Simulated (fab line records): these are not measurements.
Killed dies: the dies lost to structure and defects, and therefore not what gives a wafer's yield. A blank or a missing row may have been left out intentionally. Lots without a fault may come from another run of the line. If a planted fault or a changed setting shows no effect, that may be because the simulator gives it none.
Which tool did it?    flow n5Finfet    35 wafers from 12 lots sampled at 3 of the route's 1938 steps

WHAT EACH GAUGE READ, for each wafer
N5_BEOL_M10_THK_MEAS_01.
lot   measured      on            M10_ILD_THK (nm)
L472  day 9 17:55   filmMetro-01  260 264 265
L473  day 9 21:20   filmMetro-01  271 266 268
L474  day 10 13:51  filmMetro-01  268 273 267
L475  day 10 21:38  filmMetro-02  259 267 267
L477  day 11 10:04  filmMetro-01  264 269 263
L478  day 12 01:56  filmMetro-02  265 274 268
L480  day 12 07:02  filmMetro-02  263 275 267
L481  day 12 09:13  filmMetro-01  271 273 276
L482  day 12 12:47  filmMetro-02  260 267 270
L486  day 13 23:39  filmMetro-01  269 264 271
L489  day 14 07:54  filmMetro-02  267 270
L494  day 15 07:12  filmMetro-01  265 273 268

TOOL THAT RAN EACH LOT (tool first, then ch and the chambers of the sampled wafers, then the start)
lot   N5_BEOL_M9_SPUTTER_48        N5_BEOL_M9_DEP_56
L472  pvdSputter-01, day 9 16:13   pecvd-02 ch 0,1,2, day 9 17:11
L473  pvdSputter-01, day 9 19:35   pecvd-03 ch 0,1, day 9 20:29
L474  pvdSputter-03, day 10 11:38  pecvd-03 ch 0,2, day 10 12:56
L475  pvdSputter-01, day 10 19:31  pecvd-03 ch 0,2, day 10 20:53
L477  pvdSputter-03, day 11 07:52  pecvd-03 ch 1,2, day 11 09:20
L478  pvdSputter-01, day 11 22:50  pecvd-01 ch 0,1, day 11 23:44
L480  pvdSputter-03, day 12 04:54  pecvd-03 ch 0,1,2, day 12 06:18
L481  pvdSputter-03, day 12 07:35  pecvd-03 ch 0,2, day 12 08:29
L482  pvdSputter-02, day 12 11:11  pecvd-01 ch 1,2, day 12 12:04
L486  pvdSputter-01, day 13 21:14  pecvd-03 ch 0,1, day 13 22:55
L489  pvdSputter-02, day 14 05:52  pecvd-02 ch 1,2, day 14 07:11
L494  pvdSputter-02, day 15 05:35  pecvd-03 ch 0,2, day 15 06:28
- N5_BEOL_M9_SPUTTER_48: material Cu, target thk 12 nm, time 2 s.
- N5_BEOL_M9_DEP_56: deposits SiCN from 3MS/NH3, target thk 15 nm, time 26.5 s.

WHAT THE TOOLS THEMSELVES READ (means of the sampled wafers that have a number; where no wafer has one, the mark that the record gives instead)
N5_BEOL_M9_SPUTTER_48.
lot   tool           biasV (V)  throttleValvePct (%)
L472  pvdSputter-01  59.8       30.2
L473  pvdSputter-01  60.0       30.5
L474  pvdSputter-03  60.1       29.5
L475  pvdSputter-01  59.9       30.3
L477  pvdSputter-03  60.3       30.1
L478  pvdSputter-01  60.0       30.4
L480  pvdSputter-03  59.8       28.6
L481  pvdSputter-03  59.4       30.0
L482  pvdSputter-02  60.2       29.5
L486  pvdSputter-01  60.3       29.9
L489  pvdSputter-02  60.6       29.3
L494  pvdSputter-02  59.7       29.8

N5_BEOL_M9_DEP_56.
lot   tool      showerheadPlenumPTorr (Torr)  throttleValvePct (%)
L472  pecvd-02  3.645                         8.82
L473  pecvd-03  3.665                         8.86
L474  pecvd-03  3.668                         8.72
L475  pecvd-03  3.666                         8.78
L477  pecvd-03  3.665                         8.67
L478  pecvd-01  3.657                         8.88
L480  pecvd-03  3.666                         8.81
L481  pecvd-03  3.668                         8.83
L482  pecvd-01  3.661                         8.77
L486  pecvd-03  3.673                         9.08
L489  pecvd-02  3.639                         9.19
L494  pecvd-03  3.663                         8.66

THE ANSWER, worked out from the rows above alone
Rule: the lots themselves supply what counts as usual. The widest of any qualifying gaps counts: lots, ordered by their means at a reading, are off when they make up no more than a third of the lots, leave a main group of 4 or more, and stand apart from it by 3 or more times the standard deviation of that group's means. If all means in a main group match to the digits the tables above print for the reading, that group is not used. A lot without any number at a reading at which 4 lots or more have one is off too. Any other lot the step has rows for is counted as sound. First the gauges in route order, then the tools' own readings, where a lot's mean is used as printed above. At the first step where some lot is off, the reading lying furthest off is the one used; lots without a number count as furthest.
Across all readings shown, no lot is off: no conclusion can be drawn from this.

WHAT WAS PUT IN BY THE SIMULATOR
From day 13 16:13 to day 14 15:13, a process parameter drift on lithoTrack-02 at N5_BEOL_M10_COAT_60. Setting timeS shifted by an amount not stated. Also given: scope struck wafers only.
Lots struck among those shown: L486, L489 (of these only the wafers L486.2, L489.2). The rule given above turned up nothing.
